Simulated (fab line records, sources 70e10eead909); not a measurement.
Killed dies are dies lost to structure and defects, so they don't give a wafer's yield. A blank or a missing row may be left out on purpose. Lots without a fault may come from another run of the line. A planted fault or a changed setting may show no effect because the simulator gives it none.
Chamber matching | flow nand_harc | NHARC_P_ZERO_WELL_DESCUM_54 on rie_diel-02: 4 sister chambers
The step chemistry O2, time 3 s. 14 wafers are shown with their chamber, then 7 later ones without.

WAFERS WITH THEIR CHAMBER
wafer  | chamber | showerhead_plenum_p_Torr (Torr) | drypump_motor_current_A (A) | oes_product_au (a.u.)
L495.1 | 2       | 1.83                            | 5.6                         | 0.979
L495.3 | 3       | 1.88                            | 5.7                         | 0.998
L495.4 | 2       | 1.83                            | 5.6                         | 0.969
L498.2 | 3       | 1.87                            | 5.6                         | 0.999
L498.3 | 2       | 1.83                            | 5.6                         | 1.003
L498.4 | 1       | 2.08                            | 6.1                         | 1.004
L499.3 | 0       | 1.86                            | 5.6                         | 0.983
L499.5 | 3       | 1.87                            | 5.6                         | 1.010
L499.6 | 0       | 1.86                            | 5.6                         | 0.982
L503.1 | 3       | 1.87                            | 5.6                         | 1.015
L503.4 | 2       | 1.82                            | 5.6                         | 0.994
L503.5 | 2       | 1.82                            | 5.6                         | 1.001
L508.3 | 1       | 2.06                            | 6.1                         | 1.006
L508.4 | 3       | 1.87                            | 5.7                         | 1.007

SIGNATURES (means of the wafers above)
reading                  | chamber 0 | chamber 1 | chamber 2 | chamber 3 | scatter within a chamber
showerhead_plenum_p_Torr | 1.8600    | 2.0700    | 1.8260    | 1.8720    | 0.00632
drypump_motor_current_A  | 5.600     | 6.100     | 5.600     | 5.640     | 0.0346
oes_product_au           | 0.98250   | 1.00500   | 0.98920   | 1.00580   | 0.0104
Rule: a wafer's distance from a chamber is the root of the sum, over the readings, of the square of ((its reading less the chamber's mean) divided by the reading's scatter). The wafer belongs to the nearest chamber; if the next one is less than 2 further off, it can't be placed. The scatter: the root of (the sum of the squares of (reading less its chamber's mean) over the shown wafers, divided by (wafers less chambers)).

WAFERS WITHOUT THEIR CHAMBER
wafer  | showerhead_plenum_p_Torr (Torr) | drypump_motor_current_A (A) | oes_product_au (a.u.)
L508.6 | 2.06                            | 6.1                         | 1.004
L509.3 | 1.85                            | 5.6                         | 0.991
L509.5 | 2.06                            | 6.1                         | 1.004
L509.6 | 1.82                            | 5.6                         | 0.993
L515.3 | 1.84                            | 5.6                         | 0.983
L515.5 | 2.06                            | 6.1                         | 0.999
L515.6 | 1.81                            | 5.6                         | 1.006

WHICH CHAMBER EACH WENT THROUGH
wafer  | from the rows above     | in truth
L508.6 | 1                       | 1
L509.3 | 0                       | 0
L509.5 | 1                       | 1
L509.6 | 2                       | 2
L515.3 | can't be placed: 2 or 0 | 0
L515.5 | 1                       | 1
L515.6 | 2                       | 2
Placed correctly: 6 of 7. Can't be placed from these rows: 1 (the true chamber is among the candidates in 1). Placed wrongly: 0.
